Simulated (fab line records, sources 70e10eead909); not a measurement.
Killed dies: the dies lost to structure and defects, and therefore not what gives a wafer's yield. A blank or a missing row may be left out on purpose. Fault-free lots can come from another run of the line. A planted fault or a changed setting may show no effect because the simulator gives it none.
Matching of chambers -- flow nand-harc -- rie-diel-04 running NHARC_A_STAIRCASE_DESCUM_252: 4 sister chambers
The step chemistry O2, time 3 s. 8 wafers are shown with their chamber, then 11 later ones without.

## WAFERS PAIRED WITH THEIR CHAMBERS
wafer,chamber,showerhead-plenum-p-Torr (Torr),oes-product-au (a.u.)
L081.1,2,2.04,0.988
L081.5,0,1.91,0.995
L085.1,3,1.97,1.001
L085.5,1,1.81,1.000
L086.3,1,1.82,1.008
L086.4,0,1.91,0.992
L086.6,2,2.03,1.010
L092.4,3,1.96,1.001

## WAFERS WITHOUT THEIR CHAMBER
wafer,showerhead-plenum-p-Torr (Torr),oes-product-au (a.u.)
L092.5,2.03,0.994
L092.6,1.81,1.010
L094.1,1.90,0.997
L094.3,2.03,0.998
L094.4,1.81,1.004
L095.3,1.90,1.001
L095.4,1.96,1.001
L095.5,1.81,1.006
L095.1,2.02,0.993
L095.2,1.81,1.011
L095.6,1.90,1.001

## EACH ONE'S CHAMBER
wafer,from the rows above,in truth
L092.5,2,2
L092.6,1,1
L094.1,0,0
L094.3,2,2
L094.4,1,1
L095.3,0,0
L095.4,3,3
L095.5,1,1
L095.1,2,2
L095.2,1,1
L095.6,0,0
Placed correctly: 11 of 11. Number that these rows cannot place: 0. Number placed wrongly: 0.
How it was worked out, from the rows above alone: a wafer's distance from a chamber is the root of the sum, over the readings, of the square of ((its reading less the chamber's mean) divided by the reading's scatter). The wafer belongs to the nearest chamber; if the next one is less than 2 further off, it can't be placed. The mean given for a chamber averages the wafers shown for that chamber. The scatter: the root of (the sum of the squares of (reading less its chamber's mean) over the shown wafers, divided by (wafers less chambers)).
